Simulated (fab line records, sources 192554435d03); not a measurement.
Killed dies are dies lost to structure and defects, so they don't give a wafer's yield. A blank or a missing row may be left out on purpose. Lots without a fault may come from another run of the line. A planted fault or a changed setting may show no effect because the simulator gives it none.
A struck lot beside a sound one | flow n5_finfet | 22 steps out of a route of 1938
Sound: wafers L922.1, L922.3, L922.5. Struck: wafer L926.5. (L926.1 of the same lot was not struck and is left out.) The cause comes at the end.
At each step with rows: each side's tool, then ch and its chambers, then its first start. Under that, the readings that differ: sound wafers | struck wafers | difference of the means | sigmas: that difference in standard deviations of wafers without a fault.
alike: readings whose means differ by less than 2 such deviations, and words and numbers that are the same on both sides. not compared: withheld readings, readings that some wafer has no value for, bounds like >300 that may hide the same value, and numbers for which the record gives no deviation and whose values overlap.
The two part at a step that has a row with sigmas, a row that says differs or no value, or rows on one side only. Numbers that don't overlap but have no deviation are shown without sigmas and don't part them. A reading that every wafer of one side lacks parts them only if that side has two wafers or more.

N5_WELL_APT_CD_MEAS_08: target cd 200 nm.
  sound on cd_sem-03 ch 0, day 4 20:00; struck on cd_sem-01 ch 0, day 5 19:34
  alike: cd_nm
N5_WELL_APT_OVL_MEAS_09:
  sound on overlay-02 ch 0, day 4 20:02; struck on overlay-01 ch 0, day 5 19:35
  alike: NWELL_OVL
N5_WELL_APT_INSPECT_10: inspects for defects (macro).
  sound on defect_inspect-01, day 4 20:03; struck on defect_inspect-01, day 5 19:37
  alike: raw_defect_count
N5_WELL_APT_DESCUM_13: chemistry O2, time 7.9 s.
  sound on rie_diel-03 ch 1,2,3, day 4 20:05; struck on rie_diel-03 ch 1, day 5 19:39
  alike: drypump_motor_current_A, oes_product_au, rf_vpp_V, showerhead_plenum_p_Torr, throttle_valve_pct
  not compared: rf_hours_counter_h
then, 8 steps without rows for these wafers: N5_WELL_APT_IMPLANT_14; N5_WELL_APT_IMPLANT_15; N5_WELL_APT_STRIP_16 (strips in SPM, time 900 s); N5_WELL_APT_HMDS_18 (time 60 s); N5_WELL_APT_COAT_19 (resist thk 950 nm); N5_WELL_APT_EBR_21; N5_WELL_APT_SOFTBAKE_20 (time 60 s); N5_WELL_APT_EXPOSE_22 (exposes mask PWELL, defocus 0 nm, target cd 200 nm).
N5_WELL_APT_PEB_23: peb time 90 s.
  sound on litho_track-04 ch 0, day 4 21:08; struck on litho_track-04 ch 0, day 5 20:43
  alike: resist_line_temp_C
then, 2 steps without rows for these wafers: N5_WELL_APT_DEVELOP_24 (develop time 45 s); N5_WELL_APT_HARDBAKE_29 (time 120 s).
N5_WELL_APT_CD_MEAS_25: target cd 200 nm.
  sound on cd_sem-02 ch 0, day 4 21:14; struck on cd_sem-01 ch 0, day 5 20:49
  reading    | sound             | struck | difference | sigmas
  cd_nm (nm) | 203.1 202.1 197.8 | 206.6  | +5.6       | +2
N5_WELL_APT_OVL_MEAS_26:
  sound on overlay-02 ch 0, day 4 21:16; struck on overlay-01 ch 0, day 5 20:51
  alike: PWELL_OVL
N5_WELL_APT_INSPECT_27: inspects for defects (macro).
  sound on defect_inspect-01, day 4 21:18; struck on defect_inspect-01, day 5 20:53
  alike: raw_defect_count
N5_WELL_APT_DESCUM_30: chemistry O2, time 7.9 s.
  sound on rie_diel-01 ch 0,1, day 4 21:20; struck on rie_diel-05 ch 1, day 5 20:55
  reading                   | sound             | struck | difference | sigmas
  model.WELL_APT.cd_nm (nm) | 203.1 202.2 197.6 | 206.5  | +5.5       |
  alike: drypump_motor_current_A, oes_product_au, rf_vpp_V, showerhead_plenum_p_Torr, throttle_valve_pct
  not compared: rf_hours_counter_h
then, 1 step without rows for these wafers: N5_WELL_APT_IMPLANT_31.
-- the record jumps here: 6 days lie between the struck wafers' starts before and after (it left off in module WELL_APT and takes up again in module BEOL_M4, whose first step shown is number 1111 of the route) --
N5_BEOL_M4_RC_MEAS_101:
  sound on prober-01 ch 0, day 11 12:41; struck on prober-01 ch 0, day 12 05:49
  alike: DIBL_N, DIBL_P, IOFF_N, IOFF_P, ION_N, ION_P, SS_N, SS_P, VT_N, VT_P
then, 1 step without rows for these wafers: N5_PASSIVATION_PROBE_49.

WHERE THEY PART
Only at N5_WELL_APT_CD_MEAS_25, within this record. Later steps at which nothing parts them and some readings are alike: N5_WELL_APT_OVL_MEAS_26, N5_WELL_APT_INSPECT_27, N5_WELL_APT_DESCUM_30, N5_BEOL_M4_RC_MEAS_101.

WHY: what the simulator had put in
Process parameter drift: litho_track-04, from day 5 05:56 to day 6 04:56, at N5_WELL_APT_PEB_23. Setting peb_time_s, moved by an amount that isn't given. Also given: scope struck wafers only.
